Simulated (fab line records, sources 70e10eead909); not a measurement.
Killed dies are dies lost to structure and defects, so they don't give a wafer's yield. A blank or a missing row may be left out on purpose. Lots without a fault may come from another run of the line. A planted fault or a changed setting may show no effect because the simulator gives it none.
Problem report in the 8D (eight disciplines) form, filled by code | flow nand_harc | the parts of the form that need people (team, actions taken, sign-off) are left out

1. THE PROBLEM
run_length_s at NHARC_P_BONDPAD_ETCH_12 reads a mean of 111.4 s on 3 wafers of 2 lots; wafers without a fault read 121.2 s with a standard deviation of 0.43. That is -23 standard deviations from the usual mean.
The step: etches the open film in CHF3/O2, target depth 200 nm, time 100 s.
First seen on wafer L170.2, day 10 07:54, on rie_diel-01. The record holds 36 wafers of 12 lots with a number at this step. Rule for "out", or "out of limits": more than 4 standard deviations from the usual mean. The other wafers with a number count as sound.

2. WHAT IT IS AND WHAT IT IS NOT
question                    | is                     | is not
which readings at this step | run_length_s           | drypump_motor_current_A, oes_product_au, rf_vpp_V, showerhead_plenum_p_Torr, throttle_valve_pct
which lots                  | L170, L172             | L156, L157, L158, L159, L160, L161, L162, L163, L164, L179
which wafers of those lots  | L170.2, L172.2, L172.6 | L170.1, L170.4, L172.1
read on which tools         | rie_diel-01            | rie_diel-05, rie_diel-11
when                        | from day 10 07:54      | up to then (29 sound wafers); but 4 sound wafers of L172, L179 came after

3. SUSPECTS, AND WHAT RULES EACH OUT
Counting: a tool at a process step up to the reading stays a suspect if it ran every lot that is out. Sound lots after the first of them don't rule it out here, since some wafers of a struck lot are sound.
- rie_diel-01 at NHARC_P_BONDPAD_ETCH_12 (etches the open film in CHF3/O2, target depth 200 nm, time 100 s): kept. It ran every lot that is out, first L170 (day 10 07:54); its last sound lot up to then is L164 (day 9 16:52). Its own readings are out on those wafers: run_length_s.
Left after counting: rie_diel-01 at NHARC_P_BONDPAD_ETCH_12.

4. THE CAUSE (what the simulator had put in)
Process parameter drift: rie_diel-01, from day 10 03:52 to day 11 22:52, at NHARC_P_BONDPAD_ETCH_12. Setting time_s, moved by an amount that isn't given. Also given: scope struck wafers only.
Counting left only this tool.

5. THE CHAIN OF EFFECTS, in route order
Each row: a reading whose mean over the struck wafers that have a number lies more than 3 standard deviations from the usual. Only readings for which the record gives a usual standard deviation are gone through. hours: the time from each lot's start at the first step in this table that gives one to its start at this step, as a median over the lots. sigmas: the change in usual standard deviations.
hours | step                    | reading      | usual   | on struck wafers | change | sigmas
0     | NHARC_P_BONDPAD_ETCH_12 | run_length_s | 121.2 s | 111.4            | -9.8   | -23
The process steps in it:
- NHARC_P_BONDPAD_ETCH_12: etches the open film in CHF3/O2, target depth 200 nm, time 100 s.

6. WHAT WOULD HAVE CAUGHT IT SOONER
In this record the first reading out of limits was taken at day 10 07:54, 4 hours after the fault began at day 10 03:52.
